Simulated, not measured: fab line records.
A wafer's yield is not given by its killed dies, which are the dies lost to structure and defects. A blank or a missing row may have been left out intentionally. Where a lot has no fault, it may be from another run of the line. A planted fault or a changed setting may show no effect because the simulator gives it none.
fab line records | flow nand-harc | part 2 of 2: steps 5 to 6 of 6
record lots=20 wafers=60 last-day=33
route steps=1302 shown P_CONTACT@242 P_M1@299 A_ZERO_WELL@405 A_CHANNEL_HOLE_D1@469
lots that met no fault: from a run of the same line without faults
start-h: hours from the record's first day to the start of the lot's first wafer shown | wait-h: hours from the lot's prior step to this one | " same as the row above | L1.1+2: a row that stands for several wafers | - value missing, or start not given | * or withheld: withheld | < > ~ a bound
route shown NAME@n: names a module that has steps shown in the file, with the first one's number in the route | usual: mean and standard deviation over wafers with no fault | same: alike in all rows | chamber/n: place in a boat | sites: per-site readings | _std_site: the values' standard deviation | _edge_site: outer sites' mean less inner sites' | radius-mm: how far each site lies from the wafer's centre | mask NAME#n: copy n | behind: the most recent tool/chamber to have shaped the wafer | hold: reason for holding the lot/hours on hold/outcome of the hold | device: whichever transistor did not switch (one of n, p or np) | end of line: tests run on the same wafers once the route is complete | step lacking rows: just its recipe | killed: dies lost to structure and defects at the first sort, not the wafer's yield | map: a wafer's dies, x killed, . not, _ none there
set.NAME: the setting as run; set.NAME@STEP: as run at that earlier step | model.NAME: the simulator's own value behind a step, which no gauge read
route steps across a sampled set of lots; one table per step, one row per wafer
services: a tool's chamber out of use, with start hour (start-h, from the record's first day; less than 0 if before it), hours out, and reason
## steps
# step NHARC_A_CHANNEL_HOLE_D1_ETCH_19
# recipe bias-v=1200 source-w=2500 pressure-mtorr=15 time-s=34.5 ar-flow-sccm=375 c4f8-flow-sccm=28.8 o2-flow-sccm=96.2 temp-c=-20 target-depth-a=* chemistry=C4F8/O2/Ar
# usual c4f8-flow-sccm=28.79/0.087 drypump-motor-current-A=5.9/0.46 showerhead-plenum-p-Torr=3.67/0.057 temp-c=-20.00/0.096 throttle-valve-pct=37.039/0.0083
# columns lot.wafer tool chamber start-h wait-h c4f8-flow-sccm drypump-motor-current-A rf-hours-counter-h showerhead-plenum-p-Torr temp-c throttle-valve-pct
L074.2 har-etch-02 0 183.42 0.1 28.97 6.5 291 3.73 -19.98 37.035
L074.5 " 1 " " 28.80 5.1 - 3.75 -20.08 37.035
L074.6 " 0 " " 28.77 6.5 - 3.73 -20.15 37.037
L076.1 har-etch-02 1 207.67 0.1 28.90 5.1 303 3.74 -19.97 37.018
L076.2 " 0 " " 28.79 6.4 303 3.73 -20.19 37.042
L076.6 " 1 " " 28.88 5.1 - 3.74 -19.95 37.038
L078.2 har-etch-01 1 215.26 0.1 28.67 5.8 107 3.73 -19.97 37.024
L078.3 " 1 " " 28.87 5.8 - 3.73 -19.99 37.036
L078.6 " 0 " " 28.76 6.2 - 3.62 -19.94 37.027
L079.3 har-etch-01 0 232.33 0.1 28.74 6.2 - 3.61 -20.02 37.038
L079.4 " 1 " " 28.95 5.8 - 3.72 -20.01 37.036
L079.5 " 0 " " 28.70 6.2 - 3.61 -19.84 37.022
L075.1 har-etch-01 1 243.60 1.9 28.74 5.8 122 3.72 -20.07 37.036
L075.2 " 0 " " 28.85 6.2 122 3.61 -20.06 37.048
L075.3 " 0 " " 28.82 6.2 - 3.61 -19.89 37.029
L080.1 har-etch-01 0 247.79 3.6 28.73 6.2 126 3.61 -20.06 37.031
L080.3 " 0 " " 28.78 6.2 - 3.61 -20.16 37.040
L080.5 " 1 " " 28.91 5.8 - 3.72 -20.01 37.034
L081.2 har-etch-01 1 252.19 0.1 28.71 5.8 130 3.72 -19.93 37.042
L081.3 " 1 " " 28.78 5.8 - 3.72 -20.00 37.033
L081.5 " 1 " " 28.79 5.8 - 3.72 -19.96 37.054
L082.2 har-etch-02 0 258.31 0.1 28.79 6.4 337 3.71 -20.08 37.036
L082.1 " 1 " " 28.69 5.1 337 3.72 -20.06 37.053
L082.4 " 1 " " 28.70 5.1 - 3.72 -19.95 37.023
L084.2 har-etch-01 0 276.00 0.1 28.83 6.2 141 3.60 -19.94 37.046
L084.1 " 1 " " 28.89 5.8 141 3.71 -20.03 37.027
L084.6 " 1 " " 28.78 5.8 - 3.71 -19.90 37.038
L083.1 har-etch-02 0 276.44 0.1 28.68 6.4 348 3.70 -20.01 37.043
L083.2 " 1 " " 28.92 5.1 348 3.71 -20.10 37.046
L083.6 " 1 " " 28.81 5.1 - 3.71 -20.24 37.047
L086.1 har-etch-02 0 301.79 1.3 28.73 6.5 363 3.69 -20.04 37.026
L086.3 " 0 " " 28.74 6.4 - 3.69 -20.02 37.042
L086.5 " 1 " " 28.74 5.1 - 3.71 -19.94 37.032
L087.1 har-etch-01 1 322.86 0.1 28.71 5.8 164 3.70 -19.96 37.032
L087.4 " 1 " " 28.63 5.8 - 3.70 -19.95 37.048
L087.6 " 0 " " 28.71 6.2 - 3.59 -20.05 37.044
L090.1 har-etch-01 1 337.46 2.0 28.77 5.8 176 3.69 -19.99 37.034
L090.3 " 1 " " 28.76 5.8 - 3.69 -19.98 37.043
L090.6 " 1 " " 28.84 5.8 - 3.69 -19.93 37.035
L091.2 har-etch-01 0 350.57 4.2 28.79 6.2 187 3.57 -20.13 37.032
L091.4 " 0 " " 28.80 6.2 - 3.57 -20.12 37.041
L091.6 " 1 " " 28.91 5.8 - 3.68 -20.05 37.047
L092.2 har-etch-02 1 354.08 0.1 28.69 5.1 402 3.68 -20.06 37.040
L092.4 " 0 " " 28.87 6.4 - 3.68 -19.99 37.039
L092.3 " 1 " " 28.66 5.1 - 3.68 -20.03 37.054
L093.3 har-etch-01 0 366.92 0.9 28.84 6.2 - 3.57 -19.94 37.039
L093.6 " 1 " " 28.56 5.8 - 3.68 -19.94 37.036
L093.5 " 0 " " 28.83 6.2 - 3.57 -19.99 37.022
L094.1 har-etch-01 1 389.75 2.3 28.93 5.8 214 3.67 -19.98 37.034
L094.4 " 0 " " 28.91 6.2 - 3.56 -20.18 37.033
L094.5 " 1 " " 28.89 5.8 - 3.67 -20.12 37.035
L095.1 har-etch-01 0 397.70 4.8 28.75 6.2 222 3.55 -19.93 37.030
L095.5 " 0 " " 28.73 6.3 - 3.55 -19.82 37.031
L095.6 " 1 " " 28.76 5.8 - 3.66 -19.94 37.040
L096.1 har-etch-02 0 397.89 2.9 28.82 6.4 4 3.67 -19.98 37.053
L096.3 " 0 " " 28.93 6.4 - 3.67 -20.08 37.033
L096.5 " 0 " " 28.86 6.4 - 3.67 -19.99 37.025
L097.1 har-etch-01 0 404.61 0.1 28.79 6.2 226 3.55 -19.99 37.029
L097.3 " 0 " " 28.80 6.2 - 3.55 -19.94 37.022
L097.6 " 1 " " 28.80 5.8 - 3.66 -20.04 37.031
# step NHARC_A_CHANNEL_HOLE_D1_ETCH_33
# recipe bias-v=400 source-w=2000 pressure-mtorr=25 time-s=90 ar-flow-sccm=375 c4f8-flow-sccm=41.7 o2-flow-sccm=83.3 temp-c=-20 target-depth-a=4000 chemistry=C4F8/O2/Ar
# usual c4f8-flow-sccm=41.70/0.13 drypump-motor-current-A=5.9/0.45 showerhead-plenum-p-Torr=3.66/0.056 temp-c=-20.01/0.11 throttle-valve-pct=27.619/0.0085
# columns lot.wafer tool chamber start-h wait-h c4f8-flow-sccm drypump-motor-current-A rf-hours-counter-h showerhead-plenum-p-Torr temp-c throttle-valve-pct
L074.2 har-etch-02 0 187.38 0.2 41.43 6.4 295 3.73 -20.05 27.616
L074.5 " 1 " " 41.77 5.1 - 3.74 -19.93 27.597
L074.6 " 0 " " 41.57 6.4 - 3.73 -20.04 27.615
L076.1 har-etch-02 1 211.66 0.2 41.91 5.1 306 3.74 -20.04 27.608
L076.2 " 0 " " 41.65 6.5 306 3.72 -20.08 27.625
L076.6 " 1 " " 41.73 5.1 - 3.74 -20.00 27.618
L078.2 har-etch-01 1 219.25 0.2 41.88 5.8 111 3.72 -19.77 27.619
L078.3 " 1 " " 41.82 5.8 - 3.72 -19.95 27.622
L078.6 " 0 " " 41.39 6.2 - 3.61 -20.11 27.615
L079.3 har-etch-01 0 236.30 0.2 41.79 6.2 - 3.61 -19.99 27.618
L079.4 " 1 " " 41.88 5.8 - 3.72 -19.83 27.635
L079.5 " 0 " " 41.74 6.2 - 3.61 -19.83 27.612
L075.1 har-etch-01 1 247.59 0.2 41.59 5.8 126 3.71 -19.92 27.616
L075.2 " 0 " " 41.93 6.2 126 3.61 -19.77 27.613
L075.3 " 0 " " 41.84 6.2 - 3.61 -19.80 27.612
L080.1 har-etch-01 0 251.78 0.2 41.60 6.2 130 3.60 -20.22 27.621
L080.3 " 0 " " 41.56 6.2 - 3.60 -20.15 27.632
L080.5 " 1 " " 41.70 5.8 - 3.71 -19.95 27.614
L081.2 har-etch-01 1 256.16 0.2 41.64 5.8 133 3.71 -19.96 27.615
L081.3 " 1 " " 41.70 5.8 - 3.71 -20.18 27.627
L081.5 " 1 " " 41.91 5.8 - 3.71 -20.06 27.619
L082.2 har-etch-02 0 262.29 0.2 41.80 6.4 340 3.70 -20.08 27.618
L082.1 " 1 " " 41.44 5.2 340 3.72 -20.09 27.620
L082.4 " 1 " " 41.79 5.2 - 3.72 -20.06 27.624
L084.2 har-etch-01 0 279.97 0.2 41.53 6.2 145 3.60 -20.03 27.635
L084.1 " 1 " " 41.78 5.8 145 3.70 -20.01 27.614
L084.6 " 1 " " 41.88 5.8 - 3.70 -19.77 27.619
L083.1 har-etch-02 0 280.44 0.2 41.72 6.4 352 3.69 -19.90 27.615
L083.2 " 1 " " 41.99 5.1 352 3.71 -20.12 27.630
L083.6 " 1 " " 41.81 5.1 - 3.71 -20.06 27.615
L086.1 har-etch-02 0 305.78 0.2 41.81 6.4 367 3.69 -19.84 27.622
L086.3 " 0 " " 41.82 6.5 - 3.69 -19.99 27.603
L086.5 " 1 " " 41.57 5.1 - 3.70 -19.89 27.610
L087.1 har-etch-01 1 326.83 0.2 41.74 5.8 168 3.69 -20.00 27.626
L087.4 " 1 " " 41.82 5.8 - 3.69 -19.92 27.627
L087.6 " 0 " " 41.58 6.3 - 3.58 -20.12 27.630
L090.1 har-etch-01 1 341.46 0.2 41.82 5.8 180 3.69 -20.01 27.625
L090.3 " 1 " " 41.64 5.8 - 3.69 -19.94 27.612
L090.6 " 1 " " 41.63 5.8 - 3.68 -20.09 27.628
L091.2 har-etch-01 0 354.55 0.2 41.88 6.2 191 3.57 -19.99 27.604
L091.4 " 0 " " 41.77 6.2 - 3.57 -20.12 27.620
L091.6 " 1 " " 41.79 5.8 - 3.68 -20.07 27.625
L092.2 har-etch-02 1 358.08 0.2 41.54 5.2 405 3.68 -20.13 27.612
L092.4 " 0 " " 41.48 6.4 - 3.68 -20.20 27.603
L092.3 " 1 " " 41.61 5.1 - 3.68 -20.04 27.616
L093.3 har-etch-01 0 370.94 0.2 41.94 6.2 - 3.57 -20.14 27.614
L093.6 " 1 " " 41.78 5.8 - 3.67 -19.79 27.622
L093.5 " 0 " " 41.81 6.2 - 3.57 -20.09 27.626
L094.1 har-etch-01 1 393.73 0.2 41.57 5.8 218 3.66 -20.12 27.618
L094.4 " 0 " " 41.54 6.2 - 3.56 -20.09 27.628
L094.5 " 1 " " 41.81 5.8 - 3.66 -20.08 27.608
L095.1 har-etch-01 0 401.68 0.2 41.87 6.2 226 3.55 -19.94 27.626
L095.5 " 0 " " 41.76 6.2 - 3.55 -20.00 27.607
L095.6 " 1 " " 41.78 5.8 - 3.66 -20.13 27.625
L096.1 har-etch-02 0 401.86 0.2 41.72 6.4 7 3.67 -19.83 27.617
L096.3 " 0 " " 41.81 6.4 - 3.67 -19.99 27.628
L096.5 " 0 " " 41.71 6.4 - 3.67 -19.86 27.620
L097.1 har-etch-01 0 408.60 0.2 41.75 6.2 230 3.55 -20.19 27.606
L097.3 " 0 " " 41.62 6.2 - 3.55 -20.25 27.625
L097.6 " 1 " " 41.73 5.8 - 3.66 -20.10 27.622
## services
# columns tool chamber start-h hours kind
rie-si-02 - 100.00 9.0 pm
rie-diel-03 - 104.30 9.0 pm
rie-diel-01 1 122.61 4.4 repair
rie-si-05 - 128.00 9.0 pm
rie-diel-03 1 142.97 4.0 repair
rie-diel-01 2 160.62 5.5 repair
rie-si-02 1 183.98 4.8 repair
rie-si-02 2 188.78 1.2 repair
rie-diel-01 - 203.80 9.0 pm
rie-si-02 3 218.23 3.5 repair
rie-si-02 - 224.90 0.6 repair
rie-diel-05 - 229.79 9.0 pm
rie-diel-10 3 236.96 3.5 repair
rie-diel-01 1 284.49 6.3 repair
rie-diel-01 3 292.09 7.2 repair
rie-diel-01 3 323.65 14.4 repair
rie-diel-05 1 352.12 3.1 repair
har-etch-02 - 377.00 17.0 pm
rie-diel-01 0 377.02 3.0 repair
rie-diel-01 - 380.80 9.0 pm
rie-diel-05 2 387.36 3.9 repair
rie-diel-05 0 399.93 8.0 repair
rie-diel-01 0 400.80 7.4 repair
rie-diel-05 - 406.79 9.0 pm
